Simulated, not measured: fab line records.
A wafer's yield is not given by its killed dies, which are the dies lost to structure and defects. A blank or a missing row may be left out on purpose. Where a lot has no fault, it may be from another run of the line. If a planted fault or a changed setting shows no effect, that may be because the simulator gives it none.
Chamber matching    flow n5-finfet    4 sister chambers for N5_HKMG_FIN_HK_ALD_01 on ald-hk-01
The step deposits HfO2, target thk 1.6 nm, pulse time 3 s, purge time 3 s. 18 wafers are shown with their chamber, then 8 later ones without.

WAFERS, EACH WITH ITS CHAMBER
wafer   chamber  precursor-pulse-height-rel
L472.1  1        1.033
L472.4  0        1.007
L472.5  2        1.021
L475.1  1        1.008
L475.3  3        0.976
L475.5  1        0.969
L476.1  1        0.986
L476.5  1        0.985
L476.6  0        0.998
L479.2  3        1.003
L479.3  1        0.992
L479.6  3        1.000
L480.1  2        1.007
L480.2  3        1.003
L480.4  1        0.993
L481.1  2        0.995
L481.2  3        0.993
L481.3  0        1.008

SIGNATURES (averages over the wafers above)
reading                     chamber 0  chamber 1  chamber 2  chamber 3  scatter within a chamber
precursor-pulse-height-rel  1.00433    0.99514    1.00767    0.99500    0.0156
Rule: for a wafer and a chamber, the distance is found by dividing, reading by reading, the gap between the wafer's reading and the chamber's mean by the reading's scatter, squaring, summing and taking the root. If the next closest chamber is less than 2 further off than the closest, the wafer can't be placed; otherwise it belongs to the closest. The scatter is the square root of a quotient: the sum, over the shown wafers, of each reading's squared deviation from its chamber's mean, divided by wafers minus chambers.

WAFERS WITHOUT THEIR CHAMBER
wafer   precursor-pulse-height-rel
L489.1  0.988
L489.6  0.998
L492.1  1.007
L492.2  0.980
L492.4  1.019
L493.2  1.002
L493.4  0.988
L493.5  1.010

THE CHAMBER EACH PASSED THROUGH
wafer   from the rows above                in truth
L489.1  can't be placed: 3 or 1 or 0 or 2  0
L489.6  can't be placed: 1 or 3 or 0 or 2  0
L492.1  can't be placed: 2 or 0 or 1 or 3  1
L492.2  can't be placed: 3 or 1 or 0 or 2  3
L492.4  can't be placed: 2 or 0 or 1 or 3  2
L493.2  can't be placed: 0 or 2 or 1 or 3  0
L493.4  can't be placed: 3 or 1 or 0 or 2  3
L493.5  can't be placed: 2 or 0 or 1 or 3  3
Placed correctly: 0 of 8. Cannot be placed on the basis of these rows: 8; the candidates contain the true chamber in 8. Wrongly placed: 0.
